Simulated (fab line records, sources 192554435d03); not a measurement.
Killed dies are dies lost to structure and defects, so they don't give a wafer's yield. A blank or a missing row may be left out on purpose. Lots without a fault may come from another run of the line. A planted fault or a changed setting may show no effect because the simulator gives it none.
Chamber matching | flow n5_finfet | N5_BEOL_M1_DESCUM_33 on rie_diel-02: 4 sister chambers
The step chemistry O2, time 7 s. 14 wafers are shown with their chamber, then 7 later ones without.

WAFERS WITH THEIR CHAMBER
wafer  | chamber | throttle_valve_pct (%) | showerhead_plenum_p_Torr (Torr) | oes_product_au (a.u.)
L074.1 | 2       | 20.22                  | 2.05                            | 0.85
L074.3 | 3       | 20.66                  | 2.16                            | 0.68
L074.5 | 2       | 20.22                  | 2.05                            | 0.86
L078.1 | 0       | 20.27                  | 1.99                            | 0.72
L078.5 | 1       | 20.08                  | 2.04                            | 0.96
L078.6 | 0       | 20.26                  | 1.99                            | 0.71
L081.1 | 0       | 20.29                  | 1.99                            | 0.71
L081.3 | 1       | 20.08                  | 2.04                            | 0.95
L081.6 | 2       | 20.23                  | 2.04                            | 0.84
L087.1 | 1       | 20.09                  | 2.03                            | 0.93
L087.3 | 0       | 20.29                  | 1.98                            | 0.71
L087.5 | 2       | 20.24                  | 2.04                            | 0.83
L090.1 | 2       | 20.25                  | 2.04                            | 0.82
L090.4 | 0       | 20.30                  | 1.98                            | 0.70

SIGNATURES (means of the wafers above)
reading                  | chamber 0 | chamber 1 | chamber 2 | chamber 3 | scatter within a chamber
throttle_valve_pct       | 20.2820   | 20.0833   | 20.2320   | 20.6600   | 0.0135
showerhead_plenum_p_Torr | 1.9860    | 2.0367    | 2.0440    | 2.1600    | 0.00554
oes_product_au           | 0.7100    | 0.9467    | 0.8400    | 0.6800    | 0.0129
Rule: a wafer's distance from a chamber is the root of the sum, over the readings, of the square of ((its reading less the chamber's mean) divided by the reading's scatter). The wafer belongs to the nearest chamber; if the next one is less than 2 further off, it can't be placed. The scatter: the root of (the sum of the squares of (reading less its chamber's mean) over the shown wafers, divided by (wafers less chambers)).

WAFERS WITHOUT THEIR CHAMBER
wafer  | throttle_valve_pct (%) | showerhead_plenum_p_Torr (Torr) | oes_product_au (a.u.)
L090.6 | 20.39                  | 2.15                            | 0.97
L091.4 | 20.39                  | 2.15                            | 0.94
L091.5 | 20.11                  | 2.03                            | 0.90
L091.6 | 20.25                  | 2.04                            | 0.81
L094.4 | 20.32                  | 1.98                            | 0.70
L094.5 | 20.27                  | 2.03                            | 0.81
L094.6 | 20.11                  | 2.03                            | 0.90

WHICH CHAMBER EACH WENT THROUGH
wafer  | from the rows above | in truth
L090.6 | 2                   | 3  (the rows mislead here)
L091.4 | 2                   | 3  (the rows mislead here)
L091.5 | 1                   | 1
L091.6 | 2                   | 2
L094.4 | 0                   | 0
L094.5 | 2                   | 2
L094.6 | 1                   | 1
Placed correctly: 5 of 7. Can't be placed from these rows: 0. Placed wrongly: 2.
